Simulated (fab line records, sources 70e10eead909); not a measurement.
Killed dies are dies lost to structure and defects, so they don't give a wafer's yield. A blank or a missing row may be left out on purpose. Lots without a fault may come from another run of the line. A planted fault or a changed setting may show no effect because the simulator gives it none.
Chamber matching | flow nand_harc | NHARC_A_WL_FILL_ALD_19 on ald_metal-02: 4 sister chambers
The step deposits TiN, target thk 2 nm, pulse time 3 s, ald cycles 100. 16 wafers are shown with their chamber, then 8 later ones without.

WAFERS WITH THEIR CHAMBER
wafer  | chamber | heater_power_w (W) | precursor_pulse_height_rel
L074.1 | 2       | 1073               | 0.995
L074.2 | 1       | 1069               | 0.983
L074.3 | 0       | 853                | 1.026
L080.2 | 3       | 1130               | 1.007
L080.3 | 1       | 1118               | 0.973
L080.4 | 0       | 905                | 1.007
L082.2 | 1       | 1124               | 1.002
L082.3 | 0       | 921                | 0.999
L082.4 | 2       | 1044               | 1.003
L087.1 | 3       | 1127               | 1.003
L087.2 | 0       | 920                | 1.012
L087.4 | 2       | 1066               | 1.035
L088.2 | 3       | 1153               | 1.046
L088.4 | 0       | 910                | 0.972
L088.5 | 2       | 1043               | 0.981
L089.2 | 3       | 1135               | 1.002

SIGNATURES (means of the wafers above)
reading                    | chamber 0 | chamber 1 | chamber 2 | chamber 3 | scatter within a chamber
heater_power_w             | 901.80    | 1103.67   | 1056.50   | 1136.25   | 22.5
precursor_pulse_height_rel | 1.00320   | 0.98600   | 1.00350   | 1.01450   | 0.0203
Rule: a wafer's distance from a chamber is the root of the sum, over the readings, of the square of ((its reading less the chamber's mean) divided by the reading's scatter). The wafer belongs to the nearest chamber; if the next one is less than 2 further off, it can't be placed. The scatter: the root of (the sum of the squares of (reading less its chamber's mean) over the shown wafers, divided by (wafers less chambers)).

WAFERS WITHOUT THEIR CHAMBER
wafer  | heater_power_w (W) | precursor_pulse_height_rel
L089.3 | 1126               | 1.015
L089.4 | 1041               | 0.992
L093.3 | 1135               | 1.033
L093.4 | 1047               | 0.983
L093.5 | 1136               | 1.002
L096.1 | 931                | 1.028
L096.3 | 1078               | 1.012
L096.4 | 1141               | 1.016

WHICH CHAMBER EACH WENT THROUGH
wafer  | from the rows above          | in truth
L089.3 | can't be placed: 3 or 1      | 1
L089.4 | can't be placed: 2 or 1      | 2
L093.3 | can't be placed: 3 or 1      | 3
L093.4 | can't be placed: 2 or 1      | 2
L093.5 | can't be placed: 3 or 1      | 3
L096.1 | 0                            | 0
L096.3 | can't be placed: 2 or 1 or 3 | 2
L096.4 | can't be placed: 3 or 1      | 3
Placed correctly: 1 of 8. Can't be placed from these rows: 7 (the true chamber is among the candidates in 7). Placed wrongly: 0.
